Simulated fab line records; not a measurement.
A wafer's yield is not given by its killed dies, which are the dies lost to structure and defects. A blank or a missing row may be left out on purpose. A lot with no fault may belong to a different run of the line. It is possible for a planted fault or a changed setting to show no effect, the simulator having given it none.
fab line records	flow n5_finfet
record lots=5	wafers=15	last_day=19
route steps=1938 shown BEOL_M15@1807
lots with no fault: from the same line, run without faults
start_h: hours from the record's opening day to when the first of the lot's shown wafers began	wait_h: how many hours have passed since the lot's step before this one	" repeats the value in the row above	L1.1+2: one row covering several wafers at once	- either no value or no given start	* or withheld: withheld	< > ~ a bound
route shown NAME@n: names a module that has steps shown in the file, with the first one's number in the route	usual: mean and standard deviation over wafers with no fault	same: alike in all rows	chamber/n: place in a boat	sites: per-site readings	_std_site: the standard deviation of these	_edge_site: outer sites' mean less inner sites'	radius_mm: for every site, how far away it sits from the centre of the wafer	mask NAME#n: copy n	behind: the most recent tool/chamber to have shaped the wafer	hold: what put the lot on hold/how long, in hours/how the hold closed	device: names the non-switching transistor (n, p or np)	end of line: the route-end tests of the same wafers	a step with no rows: only its recipe	killed: at the first sort, the dies lost to defects and structure; wafer yield is something else	map: shows each die of a wafer: x if killed, . if not, _ if none is there
set.NAME: setting as actually run; set.NAME@STEP: the setting as run at that earlier step	model.NAME: the simulator's own value behind a step, which no gauge read
lots at some steps of the route; a table a step, a row a wafer
services: when a tool's chamber went out of use (start_h, in hours from the record's first day, below 0 if earlier), for how many hours, and the reason
## steps
# step N5_BEOL_M15_DESCUM_33
# recipe chemistry=O2	time_s=7.9	source_power_w=50	bias_power_w=20	pressure_mtorr=20	rf_frequency_hz=2.712e+07	temp_c=40	o2_flow_sccm=225
# usual drypump_motor_current_A=6.0/0.48	oes_product_au=0.78/0.1	rf_fwd_power_W=49.34/0.21	rf_vpp_V=243.2/1.4	showerhead_plenum_p_Torr=2.09/0.069	throttle_valve_pct=20.44/0.26
lot.wafer	tool	chamber	start_h	wait_h	drypump_motor_current_A	oes_product_au	rf_fwd_power_W	rf_hours_counter_h	rf_vpp_V	showerhead_plenum_p_Torr	throttle_valve_pct
L077.1	rie_diel-05	2	271.38	0.0	6.7	0.98	49.25	1	241.7	2.07	20.10
L077.4	"	1	"	"	5.7	0.67	49.06	231	241.4	1.97	20.63
L077.6	"	3	"	"	5.2	0.71	49.26	-	243.2	2.07	20.49
L081.1	rie_diel-05	1	321.70	0.0	5.7	0.67	49.12	245	241.2	1.97	20.67
L081.2	"	2	"	"	6.7	0.92	49.39	16	244.1	2.06	20.14
L081.3	"	3	"	"	5.2	0.70	49.31	239	242.6	2.07	20.51
L085.3	rie_diel-06	2	329.93	0.0	6.7	0.97	49.14	4	245.8	2.24	20.43
L085.4	"	3	"	"	5.6	0.68	49.62	209	245.9	2.16	20.73
L085.5	"	0	"	"	6.4	0.86	49.28	-	243.8	2.13	20.25
L090.3	rie_diel-02	2	349.29	0.2	5.8	0.97	49.34	8	242.3	2.05	20.22
L090.5	"	2	"	"	5.8	0.96	49.34	-	242.8	2.05	20.23
L090.6	"	1	"	"	5.7	0.67	49.49	-	243.1	2.16	20.54
L096.1	rie_diel-06	1	429.58	0.2	5.8	0.72	49.36	213	242.0	1.99	20.29
L096.4	"	0	"	"	6.5	0.82	49.08	104	244.3	2.12	20.30
L096.6	"	2	"	"	6.7	0.92	49.43	-	246.3	2.24	20.45
# step N5_BEOL_M15_ETCH_61
# recipe chemistry=N2/H2	target=BARC	target_depth_a=890	overetch_a=267	time_s=67.9	ion_energy_ev=200	pressure_mtorr=30	source_w=840	bias_w=150	n2_flow_sccm=200	h2_flow_sccm=200
# usual drypump_motor_current_A=6.1/0.49	oes_product_au=0.66/0.079	rf_fwd_power_W=832.3/2.9	rf_vpp_V=523.7/2.4	showerhead_plenum_p_Torr=2.54/0.078	throttle_valve_pct=17.91/0.28
lot.wafer	tool	chamber	start_h	wait_h	drypump_motor_current_A	oes_product_au	rf_fwd_power_W	rf_hours_counter_h	rf_vpp_V	showerhead_plenum_p_Torr	throttle_valve_pct
L077.1	rie_diel-05	2	271.42	0.0	6.8	0.82	835.5	1	523.2	2.52	17.50
L077.4	"	1	"	"	5.7	0.60	831.0	231	520.2	2.42	18.30
L077.6	"	3	"	"	5.2	0.61	829.3	-	523.7	2.50	17.97
L081.1	rie_diel-05	1	321.74	0.0	5.7	0.59	829.7	245	521.7	2.41	18.34
L081.2	"	2	"	"	6.8	0.77	831.7	16	523.0	2.51	17.52
L081.3	"	3	"	"	5.2	0.60	830.3	239	522.4	2.50	17.99
L085.3	rie_diel-06	2	329.97	0.0	6.7	0.82	830.2	4	528.5	2.71	17.74
L085.4	"	3	"	"	5.6	0.59	836.2	209	525.7	2.62	18.09
L085.5	"	0	"	"	6.5	0.71	830.7	-	526.0	2.57	17.74
L090.3	rie_diel-02	2	349.32	0.0	5.9	0.80	824.6	8	522.8	2.50	17.65
L090.5	"	2	"	"	5.8	0.81	830.8	-	522.7	2.50	17.64
L090.6	"	1	"	"	5.7	0.58	835.9	-	527.6	2.62	18.03
L096.1	rie_diel-06	1	429.61	0.0	5.8	0.61	835.3	213	519.4	2.43	17.82
L096.4	"	0	"	"	6.4	0.69	835.9	104	525.1	2.55	17.79
L096.6	"	2	"	"	6.7	0.77	827.5	-	529.4	2.71	17.79
# step N5_BEOL_M15_TRENCH_ETCH_34
# recipe chemistry=C4F8/O2/Ar	target=SiO2	target_depth_a=8729.3	he_inner_torr=15	he_outer_torr=30	time_s=199	ion_energy_ev=800	pressure_mtorr=20	source_w=1905	bias_w=2040	Ar_flow_sccm=400	C4F8_flow_sccm=16	O2_flow_sccm=12
# usual drypump_motor_current_A=6.1/0.49	oes_product_au=0.77/0.1	rf_fwd_power_W=1898/5.5	rf_vpp_V=2228/35	showerhead_plenum_p_Torr=3.43/0.11	throttle_valve_pct=30.9/0.3
lot.wafer	tool	chamber	start_h	wait_h	drypump_motor_current_A	oes_product_au	rf_fwd_power_W	rf_hours_counter_h	rf_vpp_V	showerhead_plenum_p_Torr	throttle_valve_pct
L077.1	rie_diel-05	2	271.47	0.0	6.7	0.96	1900	1	2172	3.39	30.5
L077.4	"	1	"	"	5.7	0.67	1886	231	2234	3.28	31.2
L077.6	"	3	"	"	5.2	0.71	1900	-	2203	3.43	31.1
L081.1	rie_diel-05	1	321.79	0.0	5.7	0.66	1898	245	2232	3.28	31.2
L081.2	"	2	"	"	6.7	0.90	1892	16	2174	3.38	30.6
L081.3	"	3	"	"	5.2	0.68	1892	239	2201	3.42	31.1
L085.3	rie_diel-06	2	330.02	0.0	6.7	1.00	1905	4	2280	3.67	31.1
L085.4	"	3	"	"	5.6	0.70	1904	209	2284	3.55	31.3
L085.5	"	0	"	"	6.5	0.85	1902	-	2238	3.49	30.9
L090.3	rie_diel-02	2	349.37	0.0	5.9	0.96	1895	8	2193	3.38	30.8
L090.5	"	2	"	"	5.8	0.96	1894	-	2192	3.38	30.8
L090.6	"	1	"	"	5.7	0.67	1912	-	2224	3.52	30.9
L096.1	rie_diel-06	1	429.66	0.0	5.8	0.71	1899	213	2253	3.27	30.5
L096.4	"	0	"	"	6.5	0.81	1904	105	2237	3.48	30.9
L096.6	"	2	"	"	6.7	0.92	1895	-	2277	3.66	31.1
# step N5_BEOL_M15_STRIP_36
# recipe chemistry=O2	power_w=600	temp_c=60	pressure_mtorr=30	rf_frequency_hz=6e+07	bias_power_w=0	overash_fraction=0.3	o2_flow_sccm=225
# usual drypump_motor_current_A=6.0/0.52	oes_product_au=0.79/0.11	rf_vpp_V=3.6/0.97	showerhead_plenum_p_Torr=2.08/0.067	throttle_valve_pct=16.64/0.28
lot.wafer	tool	chamber	start_h	wait_h	drypump_motor_current_A	oes_product_au	rf_hours_counter_h	rf_vpp_V	showerhead_plenum_p_Torr	throttle_valve_pct
L077.1	rie_diel-06	0	276.22	4.6	6.4	0.87	60	2.8	2.14	16.48
L077.4	"	3	"	"	5.6	0.70	195	3.8	2.17	16.90
L077.6	"	1	"	"	5.8	0.76	-	4.3	2.01	16.53
L081.1	rie_diel-05	0	322.32	0.4	5.9	0.85	50	4.9	2.13	16.26
L081.2	"	3	"	"	5.2	0.70	239	3.1	2.07	16.80
L081.3	"	2	"	"	6.7	0.93	17	2.8	2.07	16.36
L085.3	rie_diel-02	2	331.37	1.2	5.9	1.00	2	4.1	2.05	16.42
L085.4	"	1	"	"	5.7	0.68	219	4.5	2.16	16.81
L085.5	"	3	"	"	6.5	0.75	-	3.9	2.01	16.91
L090.3	rie_diel-05	1	349.72	0.2	5.7	0.66	253	5.1	1.97	16.99
L090.5	"	3	"	"	5.2	0.68	-	3.6	2.07	16.83
L090.6	"	2	"	"	6.7	0.89	-	3.7	2.07	16.34
L096.1	rie_diel-02	1	430.31	0.5	5.7	0.66	247	3.8	2.15	16.87
L096.4	"	0	"	"	6.6	0.68	224	2.4	2.07	17.12
L096.6	"	1	"	"	5.7	0.67	-	3.0	2.15	16.87
# step N5_BEOL_M15_STRIP_62
# recipe chemistry=O2	power_w=600	temp_c=60	pressure_mtorr=30	rf_frequency_hz=6e+07	bias_power_w=0	overash_fraction=0.3	o2_flow_sccm=225
# usual drypump_motor_current_A=6.0/0.52	oes_product_au=0.79/0.11	rf_vpp_V=3.7/0.52	showerhead_plenum_p_Torr=2.08/0.067	throttle_valve_pct=16.64/0.28
lot.wafer	tool	chamber	start_h	wait_h	drypump_motor_current_A	oes_product_au	rf_hours_counter_h	rf_vpp_V	showerhead_plenum_p_Torr	throttle_valve_pct
L077.1	rie_diel-06	0	-	-	6.5	0.87	60	3.2	2.14	16.47
L077.4	"	3	"	"	5.6	0.70	195	3.0	2.17	16.92
L077.6	"	1	"	"	5.8	0.75	-	3.5	2.01	16.50
L081.1	rie_diel-05	0	-	-	5.9	0.85	50	4.5	2.13	16.25
L081.2	"	3	"	"	5.2	0.71	239	3.0	2.07	16.80
L081.3	"	2	"	"	6.7	0.93	17	5.0	2.07	16.33
L085.3	rie_diel-02	2	-	-	5.8	0.99	2	4.2	2.05	16.42
L085.4	"	1	"	"	5.7	0.67	219	4.1	2.16	16.81
L085.5	"	3	"	"	6.5	0.74	-	4.0	2.01	16.94
L090.3	rie_diel-05	1	-	-	5.8	0.67	253	3.2	1.97	16.99
L090.5	"	3	"	"	5.2	0.69	-	2.9	2.07	16.82
L090.6	"	2	"	"	6.7	0.90	-	3.7	2.07	16.35
L096.1	rie_diel-02	1	-	-	5.7	0.66	247	3.5	2.15	16.85
L096.4	"	0	"	"	6.5	0.68	224	4.2	2.07	17.08
L096.6	"	1	"	"	5.7	0.66	-	3.1	2.15	16.87
# step N5_BEOL_M15_STRIP_37
# recipe chemistry=O2	power_w=600	temp_c=60	pressure_mtorr=30	rf_frequency_hz=6e+07	bias_power_w=0	overash_fraction=0.3	o2_flow_sccm=225
# usual drypump_motor_current_A=6.0/0.52	oes_product_au=0.79/0.11	rf_vpp_V=3.6/0.73	showerhead_plenum_p_Torr=2.08/0.067	throttle_valve_pct=16.64/0.28
lot.wafer	tool	chamber	start_h	wait_h	drypump_motor_current_A	oes_product_au	rf_hours_counter_h	rf_vpp_V	showerhead_plenum_p_Torr	throttle_valve_pct
L077.1	rie_diel-06	0	-	-	6.4	0.87	60	3.4	2.14	16.47
L077.4	"	3	"	"	5.6	0.70	195	2.0	2.17	16.91
L077.6	"	1	"	"	5.8	0.75	-	3.7	2.01	16.49
L081.1	rie_diel-05	0	-	-	5.9	0.83	50	3.5	2.13	16.25
L081.2	"	3	"	"	5.2	0.69	239	3.8	2.07	16.82
L081.3	"	2	"	"	6.7	0.91	17	3.7	2.07	16.33
L085.3	rie_diel-02	2	-	-	5.8	1.00	2	3.0	2.05	16.43
L085.4	"	1	"	"	5.7	0.67	219	3.1	2.16	16.81
L085.5	"	3	"	"	6.5	0.74	-	4.8	2.01	16.91
L090.3	rie_diel-05	1	-	-	5.7	0.66	253	3.9	1.97	16.98
L090.5	"	3	"	"	5.2	0.69	-	2.2	2.07	16.83
L090.6	"	2	"	"	6.7	0.90	-	2.4	2.07	16.35
L096.1	rie_diel-02	1	-	-	5.7	0.66	247	3.5	2.15	16.86
L096.4	"	0	"	"	6.5	0.68	224	3.0	2.07	17.08
L096.6	"	1	"	"	5.7	0.67	-	4.0	2.15	16.87
# step N5_BEOL_M15_ETCH_38
# recipe chemistry=CF4/N2	target=SiCN	target_depth_a=1064	taper_deg=2	time_s=120.5	ion_energy_ev=150	mask_material=SiO2	pressure_mtorr=40	source_w=430	bias_w=70	Ar_flow_sccm=100	cf4_flow_sccm=60	n2_flow_sccm=60
# usual cf4_flow_sccm=60.03/0.19	drypump_motor_current_A=6.0/0.52	oes_product_au=0.79/0.11	rf_fwd_power_W=428.2/1.3	rf_vpp_V=381.9/1.9	showerhead_plenum_p_Torr=2.19/0.067	throttle_valve_pct=15.42/0.28
lot.wafer	tool	chamber	start_h	wait_h	cf4_flow_sccm	drypump_motor_current_A	oes_product_au	rf_fwd_power_W	rf_hours_counter_h	rf_vpp_V	showerhead_plenum_p_Torr	throttle_valve_pct
L077.1	rie_diel-06	0	-	-	59.85	6.4	0.86	429.9	60	383.0	2.24	15.23
L077.4	"	3	"	"	59.63	5.6	0.72	426.9	195	384.2	2.28	15.68
L077.6	"	1	"	"	59.94	5.8	0.73	427.4	-	379.3	2.11	15.25
L081.1	rie_diel-05	0	-	-	59.58	6.0	0.85	430.8	50	383.6	2.24	15.05
L081.2	"	3	"	"	60.17	5.2	0.70	428.5	239	380.9	2.19	15.64
L081.3	"	2	"	"	60.05	6.8	0.91	426.8	17	381.6	2.18	15.09
L085.3	rie_diel-02	2	-	-	60.03	5.8	1.00	426.8	2	380.3	2.17	15.20
L085.4	"	1	"	"	59.98	5.7	0.67	428.9	219	383.8	2.27	15.55
L085.5	"	3	"	"	60.02	6.5	0.75	426.3	-	381.9	2.10	15.63
L090.3	rie_diel-05	1	-	-	60.05	5.7	0.66	425.5	253	378.4	2.09	15.86
L090.5	"	3	"	"	60.12	5.2	0.69	427.8	-	381.9	2.18	15.67
L090.6	"	2	"	"	59.85	6.7	0.89	428.4	-	381.7	2.18	15.12
L096.1	rie_diel-02	1	-	-	60.16	5.7	0.65	428.8	247	383.1	2.26	15.64
L096.4	"	0	"	"	59.92	6.5	0.68	427.7	224	380.9	2.18	15.82
L096.6	"	1	"	"	59.88	5.7	0.64	430.3	-	384.3	2.26	15.63
# step N5_BEOL_M15_PRECLEAN_39
# recipe chemistry=residue_remover	time_s=60	temp_c=40
lot.wafer	tool	chamber	start_h	wait_h
L077.1+4+6	wet_bench-02	5,1,3	276.49	-
L081.1+2+3	wet_bench-02	6,4,0	322.60	-
L085.3+4+5	wet_bench-04	3,7,6	331.65	-
L090.3+5+6	wet_bench-03	4,3,6	350.00	-
L096.1+4+6	wet_bench-02	0,1,4	430.59	-
# step N5_BEOL_M15_SRD_40
# recipe time_s=30	temp_c=23	rinse_liquid=diw	dry=n2_spin	spin_rpm=1500	dry_time_s=30
lot.wafer	tool	chamber	start_h	wait_h
L077.1+4+6	wet_bench-02	5,1,3	276.51	0.0
L081.1+2+3	wet_bench-02	6,4,0	322.62	0.0
L085.3+4+5	wet_bench-04	3,7,6	331.67	0.0
L090.3+5+6	wet_bench-03	4,3,6	350.02	0.0
L096.1+4+6	wet_bench-02	0,1,4	430.61	0.0
# step N5_BEOL_M15_DEGAS_41
# recipe ambient=vacuum	temp_c=300	time_s=60
# usual heater_power_w=479/35
lot.wafer	tool	chamber	start_h	wait_h	heater_power_w
L077.1	pvd_sputter-02	-	276.56	0.0	476
L077.4	"	-	"	"	446
L077.6	"	-	"	"	456
L081.1	pvd_sputter-01	-	323.02	0.4	451
L081.2	"	-	"	"	463
L081.3	"	-	"	"	506
L085.3	pvd_sputter-03	-	331.85	0.2	458
L085.4	"	-	"	"	457
L085.5	"	-	"	"	475
L090.3	pvd_sputter-03	-	350.47	0.4	496
L090.5	"	-	"	"	492
L090.6	"	-	"	"	456
L096.1	pvd_sputter-01	-	430.90	0.3	472
L096.4	"	-	"	"	446
L096.6	"	-	"	"	446
# step N5_BEOL_M15_PRE_CLEAN_42
# recipe gas=H2/He	time_s=30	temp_c=300
# usual heater_power_w=480/35
lot.wafer	tool	chamber	start_h	wait_h	heater_power_w
L077.1	pvd_sputter-02	-	276.60	0.0	481
L077.4	"	-	"	"	439
L077.6	"	-	"	"	452
L081.1	pvd_sputter-01	-	323.06	0.0	443
L081.2	"	-	"	"	475
L081.3	"	-	"	"	491
L085.3	pvd_sputter-03	-	331.89	0.0	452
L085.4	"	-	"	"	465
L085.5	"	-	"	"	478
L090.3	pvd_sputter-03	-	350.51	0.0	501
L090.5	"	-	"	"	497
L090.6	"	-	"	"	449
L096.1	pvd_sputter-01	-	430.94	0.0	469
L096.4	"	-	"	"	438
L096.6	"	-	"	"	445
# step N5_BEOL_M15_SPUTTER_43
# recipe material=TaN	target_thk_a=150	temp_c=50	bias_v=168.6	power_w=15000	chamber_pressure_pa=0.12	time_s=24.19
# usual chamber_pressure_pa=0.11999/0.00024	throttle_valve_pct=29.3/1.1
lot.wafer	tool	chamber	start_h	wait_h	chamber_pressure_pa	throttle_valve_pct
L077.1	pvd_sputter-02	-	276.64	0.0	0.11975	30.5
L077.4	"	-	"	"	0.11976	30.6
L077.6	"	-	"	"	0.12031	26.9
L081.1	pvd_sputter-01	-	323.10	0.0	0.12001	28.5
L081.2	"	-	"	"	0.11994	30.3
L081.3	"	-	"	"	0.12019	29.5
L085.3	pvd_sputter-03	-	331.93	0.0	0.12034	29.9
L085.4	"	-	"	"	0.12041	29.4
L085.5	"	-	"	"	0.12015	29.0
L090.3	pvd_sputter-03	-	350.55	0.0	0.11966	30.1
L090.5	"	-	"	"	0.11995	30.1
L090.6	"	-	"	"	0.12031	30.1
L096.1	pvd_sputter-01	-	430.98	0.0	0.11997	28.8
L096.4	"	-	"	"	0.12021	28.7
L096.6	"	-	"	"	0.12024	28.3
# step N5_BEOL_M15_SPUTTER_44
# recipe material=Ta	target_thk_a=150	temp_c=50	bias_v=80	power_w=15000	chamber_pressure_pa=0.07	time_s=24.19
# usual chamber_pressure_pa=0.07001/0.00015	throttle_valve_pct=29.3/1.1
lot.wafer	tool	chamber	start_h	wait_h	chamber_pressure_pa	throttle_valve_pct
L077.1	pvd_sputter-02	-	276.72	0.0	0.06997	30.3
L077.4	"	-	"	"	0.06972	30.8
L077.6	"	-	"	"	0.07006	26.6
L081.1	pvd_sputter-01	-	323.18	0.0	0.07009	28.6
L081.2	"	-	"	"	0.06988	30.0
L081.3	"	-	"	"	0.07023	30.1
L085.3	pvd_sputter-03	-	332.01	0.0	0.06971	30.2
L085.4	"	-	"	"	0.06994	29.7
L085.5	"	-	"	"	0.0701	29.2
L090.3	pvd_sputter-03	-	350.63	0.0	0.07005	30.0
L090.5	"	-	"	"	0.07002	29.8
L090.6	"	-	"	"	0.06999	30.0
L096.1	pvd_sputter-01	-	431.06	0.0	0.07011	28.6
L096.4	"	-	"	"	0.07002	28.5
L096.6	"	-	"	"	0.07015	28.5
# step N5_BEOL_M15_SPUTTER_45
# recipe material=Cu	target_thk_a=1000	temp_c=-20	bias_v=60	power_w=26000	chamber_pressure_pa=0.13	time_s=16.67
# usual chamber_pressure_pa=0.1300/0.0003	chuck_sensor_temp_C=-15.9/0.31	throttle_valve_pct=29.3/1.1
lot.wafer	tool	chamber	start_h	wait_h	chamber_pressure_pa	chuck_sensor_temp_C	throttle_valve_pct
L077.1	pvd_sputter-02	-	276.80	0.0	0.1298	-16.0	30.1
L077.4	"	-	"	"	0.1302	-16.3	30.3
L077.6	"	-	"	"	0.1300	-16.0	26.8
L081.1	pvd_sputter-01	-	323.26	0.0	0.1306	-16.2	28.6
L081.2	"	-	"	"	0.1297	-15.2	30.2
L081.3	"	-	"	"	0.1303	-15.8	30.1
L085.3	pvd_sputter-03	-	332.09	0.0	0.1298	-15.7	30.1
L085.4	"	-	"	"	0.1305	-15.9	29.6
L085.5	"	-	"	"	0.1300	-16.1	29.1
L090.3	pvd_sputter-03	-	350.71	0.0	0.1300	-16.1	30.1
L090.5	"	-	"	"	0.1303	-16.0	29.9
L090.6	"	-	"	"	0.1301	-15.9	30.0
L096.1	pvd_sputter-01	-	431.14	0.0	0.1300	-15.5	29.0
L096.4	"	-	"	"	0.1296	-16.2	28.4
L096.6	"	-	"	"	0.1299	-16.3	28.4
# step N5_BEOL_M15_ECD_47
# recipe material=Cu	target_thk_a=18600
lot.wafer	tool	chamber	start_h	wait_h
L077.1+4+6	ecd_cu-01	0,1,1	276.91	0.1
L081.1+2+3	ecd_cu-02	1,0,1	323.38	0.1
L085.3+4+5	ecd_cu-01	0,1,0	332.28	0.2
L090.3+5+6	ecd_cu-01	0,0,1	350.90	0.2
L096.1+4+6	ecd_cu-02	1,1,0	431.25	0.1
# step N5_BEOL_M15_ANNEAL_48
# recipe temp_c=225	time_s=90	ambient=N2
# usual wafer_temp_C_max=226.0/0.34
lot.wafer	tool	chamber	start_h	wait_h	wafer_temp_C_max
L077.1	rtp_anneal-01	0	277.16	0.2	225.9
L077.4	"	0	"	"	225.9
L077.6	"	0	"	"	225.6
L081.1	rtp_anneal-02	0	323.63	0.2	226.4
L081.2	"	0	"	"	226.3
L081.3	"	0	"	"	226.2
L085.3	rtp_anneal-01	0	332.55	0.2	225.5
L085.4	"	0	"	"	225.9
L085.5	"	0	"	"	225.8
L090.3	rtp_anneal-01	0	351.16	0.2	225.9
L090.5	"	0	"	"	225.7
L090.6	"	0	"	"	225.8
L096.1	rtp_anneal-02	0	432.40	1.1	226.4
L096.4	"	0	"	"	226.2
L096.6	"	0	"	"	225.8
# step N5_BEOL_M15_CMP_49
# recipe stop_on=SiO2	t_overpolish_s=4.9	down_force_psi=2	platen_rpm=80	clearing_platen_down_force_psi=2	clearing_platen_rpm=80	post_cmp_clean=cu_alkaline	target_thk_nm=850	clearing_platen_pad_velocity_m_s=1.5917	pad_velocity_m_s=1.5917
# usual barrier_field_endpoint_s=11.54/0.25	motor_current_A=7.5/1	overpolish_run_s=4.900/0.0097	slurry_flow_ml_min=150.0/0.46
lot.wafer	tool	chamber	start_h	wait_h	barrier_field_endpoint_s	motor_current_A	overpolish_run_s	slurry_flow_ml_min
L077.1	cmp-03	2	277.49	0.3	11.14	7.9	4.897	150.1
L077.4	"	3	"	"	11.53	7.0	4.915	149.7
L077.6	"	1	"	"	11.54	8.3	4.916	149.4
L081.1	cmp-02	3	323.96	0.3	11.28	8.9	4.898	150.6
L081.2	"	0	"	"	11.45	7.3	4.889	150.7
L081.3	"	1	"	"	11.28	6.9	4.910	150.4
L085.4	cmp-02	2	332.85	0.2	11.53	5.8	4.900	149.7
L085.3	"	3	"	"	11.67	8.9	4.911	149.2
L085.5	"	0	"	"	11.86	7.6	4.890	149.4
L090.3	cmp-02	3	351.52	0.3	11.27	8.6	4.912	149.6
L090.5	"	3	"	"	11.44	8.8	4.884	150.3
L090.6	"	0	"	"	11.55	7.5	4.908	150.2
L096.1	cmp-04	0	432.74	0.3	11.55	7.1	4.905	150.2
L096.4	"	1	"	"	11.59	7.4	4.900	149.5
L096.6	"	0	"	"	11.75	7.4	4.888	150.1
# step N5_BEOL_M15_THK_MEAS_50
# recipe thk_meas_gauge=xrf	reads=Cu_of_BEOL_M15_ECD_47
# usual M15_THK=850/26
lot.wafer	tool	chamber	start_h	wait_h	M15_THK[nm]
L077.1	film_metro-02	-	277.75	-	853
L077.4	"	-	"	"	798
L077.6	"	-	"	"	833
L081.1	film_metro-01	-	324.22	-	805
L081.2	"	-	"	"	852
L081.3	"	-	"	"	834
L085.3	film_metro-02	-	333.07	-	894
L085.4	"	-	"	"	873
L085.5	"	-	"	"	881
L090.3	film_metro-02	-	351.81	-	870
L090.5	"	-	"	"	866
L090.6	"	-	"	"	805
L096.1	film_metro-02	-	433.00	-	812
L096.4	"	-	"	"	860
L096.6	"	-	"	"	870
# step N5_BEOL_M15_PRE_CLEAN_52
# recipe gas=NH3	time_s=15	temp_c=withheld	rf_power_w=300
# usual rf_fwd_power_W=295.0/1.5
lot.wafer	tool	chamber	start_h	wait_h	rf_fwd_power_W
L077.1	pecvd-01	2	277.79	0.0	294.2
L077.4	"	2	"	"	293.9
L077.6	"	2	"	"	294.6
L081.1	pecvd-01	2	324.25	0.0	295.0
L081.2	"	1	"	"	294.1
L081.3	"	0	"	"	293.9
L085.3	pecvd-04	0	333.11	0.0	293.1
L085.4	"	0	"	"	293.2
L085.5	"	2	"	"	296.2
L090.3	pecvd-02	0	351.85	0.0	297.5
L090.5	"	0	"	"	296.5
L090.6	"	2	"	"	294.9
L096.1	pecvd-04	0	433.03	0.0	294.7
L096.4	"	0	"	"	294.7
L096.6	"	2	"	"	293.4
# step N5_BEOL_M15_DEP_53
# recipe material=SiCN	target_thk_a=500	temp_c=withheld	precursor=3MS/NH3	pressure_torr=3	rf_w=675	time_s=17.8
# usual rf_fwd_power_W=667/3.2	showerhead_plenum_p_Torr=4.147/0.02	throttle_valve_pct=18.1/0.87
lot.wafer	tool	chamber	start_h	wait_h	rf_fwd_power_W	showerhead_plenum_p_Torr	throttle_valve_pct
L077.1	pecvd-01	2	277.82	0.0	669	4.173	17.6
L077.4	"	2	"	"	669	4.155	17.7
L077.6	"	2	"	"	666	4.160	17.9
L081.1	pecvd-01	2	324.28	0.0	665	4.162	17.8
L081.2	"	1	"	"	665	4.176	20.3
L081.3	"	0	"	"	667	4.155	17.6
L085.3	pecvd-04	0	333.13	0.0	662	4.099	18.4
L085.4	"	0	"	"	661	4.096	18.2
L085.5	"	2	"	"	670	4.159	18.6
L090.3	pecvd-02	0	351.87	0.0	671	4.149	18.8
L090.5	"	0	"	"	671	4.154	18.7
L090.6	"	2	"	"	670	4.138	17.6
L096.1	pecvd-04	0	433.06	0.0	661	4.101	18.2
L096.4	"	0	"	"	661	4.091	18.5
L096.6	"	2	"	"	667	4.153	18.8
# step N5_BEOL_M15_RS_MEAS_54
# recipe thk_meas_gauge=four-point-probe	reads=Cu_of_BEOL_M15_ECD_47+Ta_of_BEOL_M15_SPUTTER_44+TaN_of_BEOL_M15_SPUTTER_43
# usual M15_RS=0.0217/0.00064
lot.wafer	tool	chamber	start_h	wait_h	M15_RS[ohm/sq]
L077.1	film_metro-01	-	277.91	0.1	0.0214
L077.4	"	-	"	"	0.0229
L077.6	"	-	"	"	0.0219
L081.1	film_metro-02	-	324.35	0.0	0.0231
L081.2	"	-	"	"	0.0218
L081.3	"	-	"	"	0.0222
L085.3	film_metro-02	-	333.20	0.1	0.0205
L085.4	"	-	"	"	0.0210
L085.5	"	-	"	"	0.0208
L090.3	film_metro-02	-	351.94	0.1	0.0209
L090.5	"	-	"	"	0.0209
L090.6	"	-	"	"	0.0226
L096.1	film_metro-01	-	433.13	0.0	0.0223
L096.4	"	-	"	"	0.0211
L096.6	"	-	"	"	0.0208
# step N5_BEOL_M15_INSPECT_55
# recipe inspect_instrument=darkfield	mode=post_dep
# usual raw_defect_count=80/28
lot.wafer	tool	chamber	start_h	wait_h	raw_defect_count
L077.1	defect_inspect-02	-	277.93	0.0	76
L077.4	"	-	"	"	109
L077.6	"	-	"	"	85
L081.1	defect_inspect-01	-	324.37	0.0	78
L081.2	"	-	"	"	67
L081.3	"	-	"	"	70
L085.3	defect_inspect-01	-	333.23	0.0	97
L085.4	"	-	"	"	55
L085.5	"	-	"	"	96
L090.3	defect_inspect-01	-	351.97	0.0	70
L090.5	"	-	"	"	85
L090.6	"	-	"	"	78
L096.1	defect_inspect-01	-	433.15	0.0	69
L096.4	"	-	"	"	52
L096.6	"	-	"	"	105
## services
tool	chamber	start_h	hours	kind
pecvd-02	-	247.82	2.8	pm
wet_bench-03	-	249.23	1.5	repair
ecd_cu-01	-	254.51	8.4	pm
cmp-04	-	263.49	6.0	pm
wet_bench-04	-	273.43	4.0	repair
pecvd-01	1	276.42	5.0	repair
cmp-03	-	283.89	7.5	pm
cmp-02	-	289.29	2.2	repair
cmp-03	-	308.07	11.6	pm
cmp-02	-	319.89	0.4	repair
rie_diel-06	1	319.92	6.7	repair
cmp-03	-	329.75	10.7	repair
wet_bench-04	-	334.87	4.4	pm
cmp-02	-	348.41	0.5	repair
pecvd-01	-	350.02	2.8	repair
cmp-03	-	351.22	4.0	pm
rie_diel-06	3	357.07	4.4	repair
rie_diel-05	2	361.93	29.1	repair
pvd_sputter-01	-	370.77	4.7	repair
ecd_cu-01	-	373.13	1.5	repair
cmp-02	-	373.54	8.1	pm
cmp-02	-	414.90	4.4	pm
cmp-02	-	424.35	1.7	repair
pecvd-01	1	425.97	6.5	repair
## key
fault none
